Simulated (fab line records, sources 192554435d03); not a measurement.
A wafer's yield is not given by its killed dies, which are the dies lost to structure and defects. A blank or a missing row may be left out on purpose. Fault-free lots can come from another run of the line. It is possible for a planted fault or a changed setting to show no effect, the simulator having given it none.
Matching of chambers :: flow n5-finfet :: 4 sister chambers for N5_GATE_CUT_DESCUM_18 on rie-diel-01
The step chemistry O2, time 7 s. 14 wafers are shown with their chamber, then 7 later ones without.

== WAFERS PAIRED WITH THEIR CHAMBERS ==
wafer: L074.4
chamber: 0
showerhead-plenum-p-Torr (Torr): 2.14
drypump-motor-current-A (A): 5.4
throttle-valve-pct (%): 20.76

wafer: L074.5
chamber: 3
showerhead-plenum-p-Torr (Torr): 2.22
drypump-motor-current-A (A): 5.9
throttle-valve-pct (%): 20.44

wafer: L074.6
chamber: 2
showerhead-plenum-p-Torr (Torr): 2.07
drypump-motor-current-A (A): 5.6
throttle-valve-pct (%): 20.00

wafer: L076.3
chamber: 3
showerhead-plenum-p-Torr (Torr): 2.22
drypump-motor-current-A (A): 5.9
throttle-valve-pct (%): 20.43

wafer: L076.4
chamber: 2
showerhead-plenum-p-Torr (Torr): 2.07
drypump-motor-current-A (A): 5.6
throttle-valve-pct (%): 19.98

wafer: L076.5
chamber: 2
showerhead-plenum-p-Torr (Torr): 2.07
drypump-motor-current-A (A): 5.6
throttle-valve-pct (%): 19.99

wafer: L077.2
chamber: 1
showerhead-plenum-p-Torr (Torr): 2.05
drypump-motor-current-A (A): 6.4
throttle-valve-pct (%): 20.22

wafer: L077.3
chamber: 3
showerhead-plenum-p-Torr (Torr): 2.22
drypump-motor-current-A (A): 5.9
throttle-valve-pct (%): 20.45

wafer: L077.6
chamber: 0
showerhead-plenum-p-Torr (Torr): 2.14
drypump-motor-current-A (A): 5.4
throttle-valve-pct (%): 20.73

wafer: L081.1
chamber: 2
showerhead-plenum-p-Torr (Torr): 2.07
drypump-motor-current-A (A): 5.6
throttle-valve-pct (%): 20.01

wafer: L081.3
chamber: 0
showerhead-plenum-p-Torr (Torr): 2.14
drypump-motor-current-A (A): 5.4
throttle-valve-pct (%): 20.76

wafer: L081.5
chamber: 2
showerhead-plenum-p-Torr (Torr): 2.07
drypump-motor-current-A (A): 5.6
throttle-valve-pct (%): 20.01

wafer: L085.3
chamber: 0
showerhead-plenum-p-Torr (Torr): 2.13
drypump-motor-current-A (A): 5.3
throttle-valve-pct (%): 20.78

wafer: L085.4
chamber: 3
showerhead-plenum-p-Torr (Torr): 2.22
drypump-motor-current-A (A): 5.9
throttle-valve-pct (%): 20.46

SIGNATURES (means of the wafers above)
reading: showerhead-plenum-p-Torr
chamber 0: 2.1375
chamber 1: 2.0500
chamber 2: 2.0700
chamber 3: 2.2200
scatter within a chamber: 0.00274

reading: drypump-motor-current-A
chamber 0: 5.375
chamber 1: 6.400
chamber 2: 5.600
chamber 3: 5.900
scatter within a chamber: 0.0274

reading: throttle-valve-pct
chamber 0: 20.7575
chamber 1: 20.2200
chamber 2: 19.9980
chamber 3: 20.4450
scatter within a chamber: 0.0157
Rule: for a wafer and a chamber, the distance is found by dividing, reading by reading, the gap between the wafer's reading and the chamber's mean by the reading's scatter, squaring, summing and taking the root. If the next closest chamber is less than 2 further off than the closest, the wafer can't be placed; otherwise it belongs to the closest. The scatter is the square root of a quotient: the sum, over the shown wafers, of each reading's squared deviation from its chamber's mean, divided by wafers minus chambers.

== WAFERS WITH NO CHAMBER GIVEN ==
wafer: L085.6
showerhead-plenum-p-Torr (Torr): 2.06
drypump-motor-current-A (A): 5.6
throttle-valve-pct (%): 20.02

wafer: L086.1
showerhead-plenum-p-Torr (Torr): 2.06
drypump-motor-current-A (A): 5.6
throttle-valve-pct (%): 20.03

wafer: L086.4
showerhead-plenum-p-Torr (Torr): 2.13
drypump-motor-current-A (A): 5.3
throttle-valve-pct (%): 20.77

wafer: L086.5
showerhead-plenum-p-Torr (Torr): 2.13
drypump-motor-current-A (A): 5.4
throttle-valve-pct (%): 20.77

wafer: L094.1
showerhead-plenum-p-Torr (Torr): 2.04
drypump-motor-current-A (A): 6.4
throttle-valve-pct (%): 20.28

wafer: L094.2
showerhead-plenum-p-Torr (Torr): 2.21
drypump-motor-current-A (A): 5.9
throttle-valve-pct (%): 20.49

wafer: L094.6
showerhead-plenum-p-Torr (Torr): 2.13
drypump-motor-current-A (A): 5.3
throttle-valve-pct (%): 20.79

== WHICH CHAMBER EACH ONE RAN IN ==
wafer: L085.6
from the rows above: 2
in truth: 2

wafer: L086.1
from the rows above: 2
in truth: 2

wafer: L086.4
from the rows above: 0
in truth: 0

wafer: L086.5
from the rows above: 0
in truth: 0

wafer: L094.1
from the rows above: 1
in truth: 1

wafer: L094.2
from the rows above: 3
in truth: 3

wafer: L094.6
from the rows above: 0
in truth: 0
Correctly placed: 7 of 7. From these rows, 0 cannot be placed. Number placed wrongly: 0.
